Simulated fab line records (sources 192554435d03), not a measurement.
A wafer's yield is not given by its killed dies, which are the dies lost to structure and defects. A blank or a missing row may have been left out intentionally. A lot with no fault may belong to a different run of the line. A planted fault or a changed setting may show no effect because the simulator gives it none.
Split-lot study | flow n5_finfet | 21 wafers read across 7 lots, on a route 1938 steps long

== ON THE SPLIT ==
At N5_BEOL_M15_EXPOSE_25 (exposes mask M15, target cd 400 nm), the setting dose_mj was moved away from the recipe's 35.5 on 8 of the 21 wafers read, by -7.0% to +5.4%. This setting was run at the recipe's value on the other wafers.

== FROM THE SPLIT TO THE READING: what the file shows between them, 3 steps ==
- N5_BEOL_M15_PEB_26: peb time 90 s
- N5_BEOL_M15_DEVELOP_27: develop time 45 s
- N5_BEOL_M15_HARDBAKE_32: time 120 s

== THE READING ==
Shown in nm: cd_nm at N5_BEOL_M15_CD_MEAS_28, with target cd 407.6 nm. Typical for fault-free wafers on this fab line: 407.6 nm, with standard deviation 1.8 nm.

wafer  | tool, chamber at the split | dose_mj as run | against the recipe | cd_nm, nm | against lot-mates on the recipe
L079.1 | krf_scanner-01, 0          | 35.5           | recipe             | 408.3     | -
L079.4 | krf_scanner-01, 0          | 36.95          | +4.1%              | 415.6     | +7.6
L079.6 | krf_scanner-01, 0          | 35.5           | recipe             | 407.8     | -
L084.2 | krf_scanner-02, 0          | 35.5           | recipe             | 409.2     | -
L084.3 | krf_scanner-02, 0          | 33             | -7.0%              | 397.0     | -12.2
L084.4 | krf_scanner-02, 0          | 33             | -7.0%              | 400.0     | -9.2
L088.2 | krf_scanner-01, 0          | 35.5           | recipe             | 406.5     | -
L088.4 | krf_scanner-01, 0          | 33.44          | -5.8%              | 401.2     | -5.3
L088.6 | krf_scanner-01, 0          | 33.44          | -5.8%              | 399.5     | -7.0
L086.1 | krf_scanner-01, 0          | 37.43          | +5.4%              | 416.0     | no lot-mate on the recipe
L086.3 | krf_scanner-01, 0          | 37.43          | +5.4%              | 416.8     | no lot-mate on the recipe
L086.4 | krf_scanner-01, 0          | 37.43          | +5.4%              | 416.6     | no lot-mate on the recipe
L096.3 | krf_scanner-01, 0          | 35.5           | recipe             | 406.9     | -
L096.5 | krf_scanner-01, 0          | 35.5           | recipe             | 406.6     | -
L096.6 | krf_scanner-01, 0          | 35.5           | recipe             | 410.1     | -
L095.1 | krf_scanner-02, 0          | 35.5           | recipe             | 407.5     | -
L095.3 | krf_scanner-02, 0          | 35.5           | recipe             | 406.2     | -
L095.6 | krf_scanner-02, 0          | 35.5           | recipe             | 407.0     | -
L097.2 | krf_scanner-01, 0          | 35.5           | recipe             | 408.5     | -
L097.5 | krf_scanner-01, 0          | 35.5           | recipe             | 407.3     | -
L097.6 | krf_scanner-01, 0          | 35.5           | recipe             | 405.6     | -

THE FIT
A straight line over all 21 wafers: cd_nm changes by +1.44 nm for each +1% of dose_mj; r = +0.97; the points scatter about the line by 1.4 nm.
The same after taking each lot's own level away (the mean of its wafers on the recipe; 18 wafers): +1.41 nm for each +1%; r = +0.95; scatter 1.4 nm.
Per that fit: largest dose_mj move, reading shift of 9.9 nm.
Measured against the standard deviation above, the lots' own levels, which go from 406.50 to 409.20 nm, span 1.5 times it.
So the lot-to-lot level changes the slope little: the two slopes agree.
Check: -8.74 nm against its lot-mates is what the line predicts for one of the wafers moved furthest among these (-7.0%) when that wafer is left out of the fit. It came out at -12.2 nm against them.

== ADDITIONAL SPLITS CARRIED BY THESE WAFERS ==
Note: prior to the reading, these wafers also went through further splits. Each is held against what the fit with the lots' levels taken away leaves over:
other split on the same wafers | wafers away from the commonest value | r with cd_nm (lot level and that fit taken away)
N5_BEOL_M11_COAT_22 spin_rpm   | 8                                    | -0.41
N5_BEOL_M12_ETCH_59 bias_w     | 8                                    | +0.06
N5_BEOL_M13_ETCH_59 time_s     | 2                                    | +0.03
N5_BEOL_M13_COAT_65 spin_rpm   | 6                                    | -0.08
N5_BEOL_M13_DEP_53 time_s      | 6                                    | +0.24
N5_BEOL_M14_EXPOSE_07 dose_mj  | 7                                    | +0.25

== THE WHOLE CHAIN: every reading that the file lists as answering this split, in the file's order ==
step                   | what it does                                                            | reading                                                         | change (the file's fit)              | r (the file's)
N5_BEOL_M15_CD_MEAS_28 | target cd 407.6 nm                                                      | cd_nm                                                           | +1.41 nm for each +1% of the setting | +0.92
N5_BEOL_M15_DESCUM_33  | chemistry O2, time 7.9 s                                                | BEOL_M15.cd_nm (the simulator's own value, which no gauge read) | +1.38 nm for each +1% of the setting | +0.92
N5_BEOL_M15_ETCH_61    | etches BARC in N2/H2, target depth 89 nm, overetch 26.7 nm, time 67.9 s | BEOL_M15.cd_nm (the simulator's own value, which no gauge read) | +1.28 nm for each +1% of the setting | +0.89

== THE FILE'S OWN FIT ==
cd_nm changes by +1.41 nm for each +1% of dose_mj, r = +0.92.
